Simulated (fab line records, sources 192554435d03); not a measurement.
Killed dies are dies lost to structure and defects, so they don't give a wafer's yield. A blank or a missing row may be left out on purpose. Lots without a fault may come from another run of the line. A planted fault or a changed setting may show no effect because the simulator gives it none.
fab line records | flow n5_finfet | part 2 of 2: steps 6 to 6 of 6
record lots=20 wafers=60 last_day=18
route steps=1938 shown HKMG_FIN@407 GATE_CUT@468
lots that met no fault: from a run of the same line without faults
start_h: hours from the record's first day to the start of the lot's first wafer shown | wait_h: hours since the lot's step before | " the same as in the row above | L1.1+2: a row that stands for several wafers | - no value, or no start given | * or withheld: withheld | < > ~ a bound
route shown NAME@n: a module of which the file shows steps, and the number in the route of the first | usual: mean/standard deviation of fault-free wafers | same: alike in all rows | chamber/n: place in a boat | sites: the reading at each site | _std_site: their standard deviation | _edge_site: outer sites' mean less inner sites' | radius_mm: how far each site lies from the wafer's centre | mask NAME#n: copy n | behind: the tool/chamber that last shaped the wafer | hold: why the lot was held/for how many hours/how that ended | device: the transistor (n, p or np) that didn't switch | end of line: the same wafers' tests at the end of the route | a step without rows: its recipe alone | killed: dies lost to structure and defects at the first sort, not the wafer's yield | map: a wafer's dies, x killed, . not, _ none there
set.NAME: the setting as run; set.NAME@STEP: as run at that earlier step | model.NAME: the simulator's own value behind a step, which no gauge read
steps of the route over a sample of lots; a table a step, a row a wafer
services: from which hour (start_h, from the record's first day; less than 0 if before it) a tool's chamber was out of use, for how many hours, and why
## steps
# step N5_GATE_CUT_HM_OPEN_40
# recipe chemistry=C4F6/O2 target=SiO2 mask_material=SiARC target_depth_a=1390 time_s=85.1 ion_energy_ev=250 pressure_mtorr=30 source_w=345 bias_w=185 Ar_flow_sccm=300 C4F6_flow_sccm=10 O2_flow_sccm=10 ends=cleared
# usual bias_w=185.0/0.49 chamber_pressure_mTorr=30.002/0.029 drypump_motor_current_A=5.6/0.37 etch_rf_on_time_s=93.0/1.7 oes_ar_750_au=0.79/0.074 oes_product_au=0.72/0.074 rf_fwd_power_W=342.0/1.3 rf_vpp_V=662/11 showerhead_plenum_p_Torr=2.86/0.11 throttle_valve_pct=20.8/0.32
# columns lot.wafer tool chamber start_h wait_h bias_w chamber_pressure_mTorr drypump_motor_current_A etch_rf_on_time_s oes_ar_750_au oes_product_au rf_fwd_power_W rf_hours_counter_h rf_vpp_V showerhead_plenum_p_Torr throttle_valve_pct
L074.1 rie_diel-01 0 88.02 0.0 184.6 30.000 5.2 94.4 0.75 0.66 340.7 147 648 2.94 20.8
L074.2 " 3 " " 185.8 29.976 6.2 89.6 0.92 0.86 342.4 20 686 2.80 20.6
L074.3 " 1 " " 184.6 30.006 5.9 91.5 0.75 0.67 341.9 166 669 2.85 20.8
L075.3 rie_diel-01 3 94.44 0.0 185.0 30.023 6.3 91.3 0.92 0.86 341.5 22 687 2.80 20.6
L075.4 " 2 " " 185.2 29.987 6.1 91.1 0.73 0.66 340.5 193 654 2.69 20.8
L075.6 " 0 " " 184.4 29.987 5.2 93.1 0.75 0.67 343.6 - 649 2.94 20.8
L076.3 rie_diel-06 2 101.27 0.0 184.1 29.977 5.2 92.0 0.74 0.66 341.8 184 657 2.85 21.3
L076.4 " 0 " " 185.9 29.993 5.8 93.9 0.94 0.86 341.6 13 646 2.76 20.7
L076.6 " 2 " " 184.4 29.989 5.2 95.8 0.74 0.66 341.7 - 658 2.85 21.3
L077.3 rie_diel-01 3 105.01 0.0 184.2 30.006 6.2 93.7 0.91 0.84 341.6 25 687 2.79 20.6
L077.4 " 0 " " 185.0 29.996 5.2 96.8 0.75 0.66 343.4 152 647 2.94 20.8
L077.6 " 2 " " 184.9 30.009 6.1 91.5 0.73 0.66 342.4 - 654 2.69 20.8
L078.2 rie_diel-06 3 110.02 0.0 184.9 29.976 5.3 93.6 0.87 0.78 342.8 42 673 3.01 20.9
L078.4 " 2 " " 185.2 29.989 5.2 95.7 0.73 0.66 341.8 - 659 2.85 21.3
L078.5 " 0 " " 185.1 29.982 5.8 93.7 0.95 0.85 339.0 - 646 2.76 20.7
L080.1 rie_diel-03 2 123.35 0.0 185.8 30.022 5.2 93.0 0.76 0.69 341.6 149 656 2.72 20.4
L080.4 " 0 " " 185.4 30.000 5.2 92.4 0.84 0.77 341.0 48 665 3.04 20.7
L080.6 " 1 " " 185.1 29.962 6.0 93.9 0.81 0.74 339.7 - 662 2.98 20.4
L081.1 rie_diel-03 2 131.12 0.0 185.4 30.044 5.2 92.3 0.76 0.69 341.2 151 656 2.71 20.4
L081.2 " 0 " " 184.1 30.008 5.3 91.4 0.85 0.77 340.4 50 664 3.04 20.7
L081.5 " 2 " " 185.5 30.001 5.2 94.6 0.77 0.69 340.4 - 655 2.71 20.4
L082.1 rie_diel-01 2 136.86 0.0 185.6 29.986 6.1 92.4 0.72 0.64 343.5 204 653 2.69 20.8
L082.4 " 0 " " 185.3 30.009 5.2 98.0 0.74 0.65 344.7 162 647 2.93 20.8
L082.5 " 1 " " 184.9 29.982 5.9 95.9 0.74 0.65 344.9 - 668 2.85 20.8
L084.1 rie_diel-03 1 154.76 0.0 185.1 29.975 6.0 94.2 0.80 0.72 340.3 78 663 2.98 20.4
L084.5 " 1 " " 184.9 29.998 6.0 96.2 0.81 0.74 339.5 - 661 2.98 20.4
L084.6 " 0 " " 185.0 30.011 5.3 91.7 0.82 0.76 341.3 - 666 3.03 20.7
L085.2 rie_diel-01 2 158.74 0.0 185.2 30.014 6.1 92.2 0.71 0.64 340.2 211 654 2.68 20.9
L085.4 " 1 " " 185.1 29.936 5.8 93.7 0.74 0.65 342.9 188 667 2.84 20.8
L085.6 " 0 " " 184.3 30.033 5.3 95.3 0.73 0.64 342.1 - 648 2.93 20.9
L086.1 rie_diel-06 3 161.81 0.0 184.9 29.918 5.3 89.8 0.85 0.78 343.8 58 675 3.01 21.0
L086.2 " 2 " " 186.1 30.024 5.2 92.5 0.72 0.65 340.2 202 658 2.84 21.3
L086.4 " 0 " " 184.5 29.932 5.8 95.8 0.90 0.82 344.5 33 647 2.75 20.7
L087.1 rie_diel-06 1 166.12 0.0 184.5 29.968 5.9 90.0 0.88 0.80 339.2 37 666 2.88 20.3
L087.2 " 2 " " 184.1 30.034 5.2 91.4 0.72 0.64 342.4 203 657 2.84 21.3
L087.6 " 1 " " 184.6 30.000 5.9 89.6 0.88 0.80 340.7 - 667 2.88 20.3
L088.2 rie_diel-06 0 170.10 0.0 184.9 29.987 5.8 92.0 0.90 0.82 340.0 35 649 2.75 20.8
L088.5 " 2 " " 184.5 30.044 5.2 92.2 0.72 0.65 342.1 - 659 2.84 21.3
L088.6 " 1 " " 184.5 30.006 5.9 93.0 0.87 0.78 340.2 - 667 2.88 20.3
L089.3 rie_diel-03 0 176.71 0.0 184.6 29.998 5.3 90.2 0.82 0.75 341.5 65 666 3.03 20.7
L089.4 " 1 " " 185.0 29.986 5.9 96.6 0.79 0.73 342.1 83 661 2.98 20.4
L089.5 " 1 " " 185.6 30.010 6.0 96.9 0.80 0.72 343.3 - 662 2.98 20.4
L091.1 rie_diel-01 2 187.68 0.0 184.9 29.988 6.1 91.5 0.71 0.64 341.0 220 653 2.68 20.9
L091.3 " 1 " " 184.8 30.012 5.8 92.1 0.73 0.65 342.5 196 668 2.84 20.8
L091.4 " 0 " " 185.5 30.001 5.2 95.2 0.73 0.65 342.5 177 649 2.92 20.9
L092.2 rie_diel-03 2 196.85 0.0 185.2 30.043 5.2 93.7 0.75 0.68 342.5 171 655 2.71 20.4
L092.5 " 3 " " 184.3 29.983 5.9 93.8 0.69 0.63 342.4 - 666 2.92 21.4
L092.6 " 2 " " 185.2 30.002 5.2 93.6 0.74 0.68 341.8 - 656 2.71 20.4
L094.4 rie_diel-06 3 204.96 0.0 183.8 29.991 5.3 92.3 0.84 0.76 343.3 70 673 3.00 21.0
L094.5 " 3 " " 183.8 29.994 5.3 93.4 0.83 0.76 341.9 - 674 3.00 21.0
L094.6 " 0 " " 185.2 30.014 5.8 93.7 0.88 0.81 342.2 - 649 2.75 20.8
L095.2 rie_diel-01 2 208.67 0.0 185.6 30.034 6.1 90.9 0.70 0.62 343.4 227 654 2.68 20.9
L095.4 " 1 " " 185.1 30.035 5.8 93.6 0.72 0.65 344.9 202 668 2.84 20.9
L095.5 " 1 " " 184.7 29.997 5.8 94.1 0.72 0.64 344.0 - 667 2.84 20.9
L096.1 rie_diel-01 0 213.47 0.0 185.6 30.013 5.2 93.2 0.72 0.64 343.7 183 647 2.92 20.9
L096.2 " 2 " " 184.9 30.016 6.1 92.8 0.70 0.62 341.1 228 654 2.68 20.9
L096.4 " 1 " " 184.5 30.017 5.8 93.5 0.72 0.65 343.0 203 667 2.84 20.9
L097.4 rie_diel-06 3 222.94 0.0 185.5 30.004 5.3 92.6 0.84 0.75 342.5 76 675 3.00 21.0
L097.5 " 3 " " 185.1 30.009 5.3 93.8 0.83 0.75 343.2 - 673 3.00 21.0
L097.6 " 2 " " 184.4 29.996 5.2 93.9 0.72 0.63 343.7 - 658 2.83 21.3
## services
# columns tool chamber start_h hours kind
rie_diel-02 1 54.22 - clean
rie_diel-02 1 54.22 - consumable_replace:focus_ring
rie_diel-03 2 62.74 8.3 repair
rie_diel-02 - 63.38 14.6 pm
rie_diel-06 - 82.95 0.9 repair
rie_diel-06 3 95.68 2.3 repair
rie_diel-04 - 99.96 4.3 pm
rie_diel-06 1 108.93 13.4 repair
rie_diel-02 - 110.97 2.8 pm
rie_diel-05 0 113.45 3.9 repair
rie_diel-05 - 116.55 0.5 repair
rie_metal-01 1 141.20 28.3 repair
rie_diel-04 3 144.48 1.3 repair
rie_diel-04 1 165.57 6.6 repair
rie_metal-01 0 167.21 9.9 repair
rie_diel-02 1 169.13 2.1 repair
rie_diel-06 0 191.26 3.2 repair
rie_diel-03 0 195.40 6.6 repair
rie_diel-06 1 206.40 12.2 repair
rie_diel-04 - 212.45 14.6 pm
rie_diel-05 0 213.96 11.5 repair
rie_diel-06 - 215.37 0.3 repair
rie_diel-03 3 218.34 1.6 repair
rie_diel-03 - 218.39 7.2 repair
